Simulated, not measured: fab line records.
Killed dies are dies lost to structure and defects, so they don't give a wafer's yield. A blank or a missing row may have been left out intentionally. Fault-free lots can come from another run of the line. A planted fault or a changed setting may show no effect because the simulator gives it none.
Chamber matching ; flow nandHarc ; NHARC_A_WL_FILL_STRIP_29 on rieDiel-01 has 4 sister chambers
The step strips in O2, time 20 s. 4 wafers are shown with their chamber, then 9 later ones without.

== EACH WAFER AND ITS CHAMBER ==
wafer;chamber;drypumpMotorCurrentA (A)
L084.6;3;6.1
L087.1;0;5.4
L087.5;1;5.0
L087.6;2;5.7

== WAFERS WITH NO CHAMBER GIVEN ==
wafer;drypumpMotorCurrentA (A)
L089.1;6.1
L089.5;6.1
L089.6;5.4
L090.1;5.3
L090.2;6.1
L090.5;5.3
L095.1;5.7
L095.3;5.0
L095.4;6.1

== WHICH CHAMBER EACH ONE RAN IN ==
wafer;from the rows above;in truth
L089.1;3;3
L089.5;3;3
L089.6;0;0
L090.1;0;0
L090.2;3;3
L090.5;0;0
L095.1;2;2
L095.3;1;1
L095.4;3;3
9 of 9 placed correctly. Not placeable from these rows: 0. Wrongly placed: 0.
How it was worked out, from the rows above alone: a wafer's distance from a chamber is the root of the sum, over the readings, of the square of ((its reading less the chamber's mean) divided by the reading's scatter). If the next closest chamber is less than 2 further off than the closest, the wafer can't be placed; otherwise it belongs to the closest. A chamber's mean is the mean of its shown wafers. The scatter: root of mean squared gap, hidden wafer to nearest shown wafer, with one shown wafer a chamber.
